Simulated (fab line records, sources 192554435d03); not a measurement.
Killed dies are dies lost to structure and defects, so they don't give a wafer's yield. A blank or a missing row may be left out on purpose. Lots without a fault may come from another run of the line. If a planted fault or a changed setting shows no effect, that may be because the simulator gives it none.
The tool behind it: which one?    flow n5-finfet    Sampling: 23 lots, 69 wafers, 2 of 1938 route steps

== WHAT THE GAUGES READ, wafer by wafer ==
N5_BEOL_M1_CD_MEAS_35: target cd 18 nm, target cd y 21 nm. Usual: cd-nm at 18.0 nm, with a standard deviation of 0.35.
lot   measured      on         cd-nm (nm)      flag
L074  day 6 07:15   cd-sem-03  17.4 18.1 17.7  
L075  day 6 17:49   cd-sem-03  18.0 17.8 18.1  
L076  day 6 21:21   cd-sem-03  18.1 18.0 17.9  
L077  day 7 03:10   cd-sem-02  18.3 18.5 18.1  
L078  day 7 05:47   cd-sem-03  17.8 18.1 18.3  
L079  day 7 14:37   cd-sem-03  18.1 17.3 17.4  
L080  day 7 14:43   cd-sem-01  18.1 17.6 18.3  
L081  day 8 10:38   cd-sem-03  17.7 18.2 17.8  
L082  day 8 10:44   cd-sem-02  17.9 18.1 18.3  
L083  day 8 22:33   cd-sem-03  17.7 18.3 18.2  
L085  day 8 22:49   cd-sem-02  18.2 18.0 18.2  
L084  day 8 23:01   cd-sem-01  17.9 18.6 17.6  
L087  day 9 18:40   cd-sem-03  18.2 17.5 18.4  
L088  day 9 15:52   cd-sem-01  17.3 18.0 17.8  
L089  day 9 23:14   cd-sem-03  17.9 18.1 17.6  
L090  day 10 12:24  cd-sem-01  17.6 18.0 18.0  
L091  day 10 17:42  cd-sem-02  17.4 17.8 17.4  
L092  day 10 22:22  cd-sem-03  18.9 18.4 18.5  
L093  day 11 01:20  cd-sem-02  17.9 17.6 17.5  
L094  day 11 12:07  cd-sem-01  17.9 18.3 17.9  
L095  day 11 21:34  cd-sem-03  17.6 17.7 17.6  
L096  day 12 04:04  cd-sem-01  17.8 18.1 17.6  
L097  day 12 04:09  cd-sem-03  17.8 18.2 18.5  

== WHAT TOOL EACH LOT RAN ON (gives the tool, then ch and the chambers of the sampled wafers, and finally the start) ==
lot   N5_BEOL_M1_ETCH_69
L074  rie-diel-03 ch 0,2,3, day 6 05:27
L075  rie-diel-02 ch 0,1,3, day 6 15:01
L076  rie-diel-03 ch 0,2,3, day 6 18:10
L077  rie-diel-02 ch 0,1, day 6 23:36
L078  rie-diel-03 ch 0,1,3, day 7 03:14
L079  rie-diel-04 ch 1,2,3, day 7 13:19
L080  rie-diel-03 ch 0,3, day 7 13:29
L081  rie-diel-02 ch 0,2,3, day 7 22:01
L082  rie-diel-03 ch 0,1,2, day 8 00:47
L083  rie-diel-04 ch 0,3, day 8 18:23
L085  rie-diel-02 ch 2,3, day 8 18:26
L084  rie-diel-04 ch 0,2,3, day 8 20:23
L087  rie-diel-02 ch 0,2, day 9 08:41
L088  rie-diel-04 ch 2,3, day 9 14:09
L089  rie-diel-04 ch 1,2,3, day 9 20:23
L090  rie-diel-02 ch 0,3, day 10 03:43
L091  rie-diel-03 ch 0,1,2, day 10 08:44
L092  rie-diel-02 ch 0,1,2, day 10 14:05
L093  rie-diel-03 ch 1,2,3, day 10 19:16
L094  rie-diel-02 ch 0,3, day 11 08:13
L095  rie-diel-02 ch 2,3, day 11 12:52
L096  rie-diel-04 ch 0,3, day 11 16:37
L097  rie-diel-03 ch 0,3, day 12 02:09
- N5_BEOL_M1_ETCH_69: etches SiARC in CF4, target depth 15.6 nm, time 26 s.

== AS READ BY THE TOOLS THEMSELVES (means over the sampled wafers that have a number; for cases with no such wafer, the mark the record gives instead) ==
N5_BEOL_M1_ETCH_69. Usual: value, then standard deviation, for each; drypump-motor-current-A 5.7 A / 0.42; etch-rf-on-time-s 26.1 s / 0.57; oes-product-au 0.66 a.u. / 0.069; rf-fwd-power-W 532.5 W / 1.6; rf-vpp-V 183.9 V / 1.2; showerhead-plenum-p-Torr 2.13 Torr / 0.07; throttle-valve-pct 15.67 % / 0.23.
lot   tool         drypump-motor-current-A (A)  etch-rf-on-time-s (s)  oes-product-au (a.u.)  rf-fwd-power-W (W)  rf-vpp-V (V)  showerhead-plenum-p-Torr (Torr)  throttle-valve-pct (%)  flag
L074  rie-diel-03  5.8                          26.3                   0.67                   532.7               183.6         2.12                             15.54                   
L075  rie-diel-02  5.7                          25.8                   0.61                   534.0               183.7         2.11                             15.79                   
L076  rie-diel-03  5.8                          26.3                   0.67                   532.5               183.8         2.12                             15.54                   
L077  rie-diel-02  5.9                          26.3                   0.57                   531.5               184.2         2.16                             15.70                   
L078  rie-diel-03  5.7                          26.2                   0.67                   532.5               184.4         2.15                             15.46                   
L079  rie-diel-04  5.8                          26.5                   0.64                   531.7               185.1         2.20                             15.65                   
L080  rie-diel-03  5.6                          26.1                   0.65                   533.2               183.9         2.18                             15.56                   
L081  rie-diel-02  5.5                          26.0                   0.62                   532.9               183.8         2.13                             15.86                   
L082  rie-diel-03  5.9                          25.9                   0.68                   533.1               183.0         2.10                             15.49                   
L083  rie-diel-04  6.0                          26.7                   0.68                   531.7               183.8         2.19                             15.68                   
L085  rie-diel-02  5.2                          25.2                   0.65                   533.9               182.9         2.08                             15.95                   
L084  rie-diel-04  5.9                          26.3                   0.65                   532.8               183.8         2.15                             15.69                   
L087  rie-diel-02  5.8                          26.1                   0.77                   529.3               185.0         2.17                             15.44                   
L088  rie-diel-04  6.1                          26.2                   0.69                   530.9               185.6         2.23                             15.62                   
L089  rie-diel-04  5.8                          26.6                   0.63                   532.0               184.0         2.20                             15.68                   
L090  rie-diel-02  5.4                          26.0                   0.74                   533.5               183.8         2.13                             15.52                   
L091  rie-diel-03  5.9                          26.2                   0.67                   532.4               184.1         2.09                             15.52                   
L092  rie-diel-02  5.9                          25.9                   0.76                   532.5               184.1         2.14                             15.46                   
L093  rie-diel-03  5.7                          26.2                   0.63                   533.0               184.1         2.13                             15.64                   
L094  rie-diel-02  5.4                          26.0                   0.73                   532.6               182.9         2.13                             15.53                   
L095  rie-diel-02  5.5                          25.6                   0.63                   533.6               183.7         2.11                             15.94                   
L096  rie-diel-04  5.8                          26.8                   0.62                   532.8               183.6         2.10                             15.79                   
L097  rie-diel-03  5.6                          26.3                   0.63                   534.0               183.9         2.17                             15.61                   

== THE ANSWER, worked out from the rows above alone ==
Rule: a lot is off if the mean of its wafers that have a number lies more than 3 standard deviations from the usual mean. Also off: a lot with no number at a reading for which 4 or more lots have one. All remaining lots with rows at the step are treated as sound. First the gauges in route order, then the tools' own readings, where a lot's mean is used as printed above. At the first step where some lot is off, the reading lying furthest off is the one used; lots without a number count as furthest.
None of the lots is off at any reading shown; this tells nothing.

== WHAT THE SIMULATOR HAD PUT IN ==
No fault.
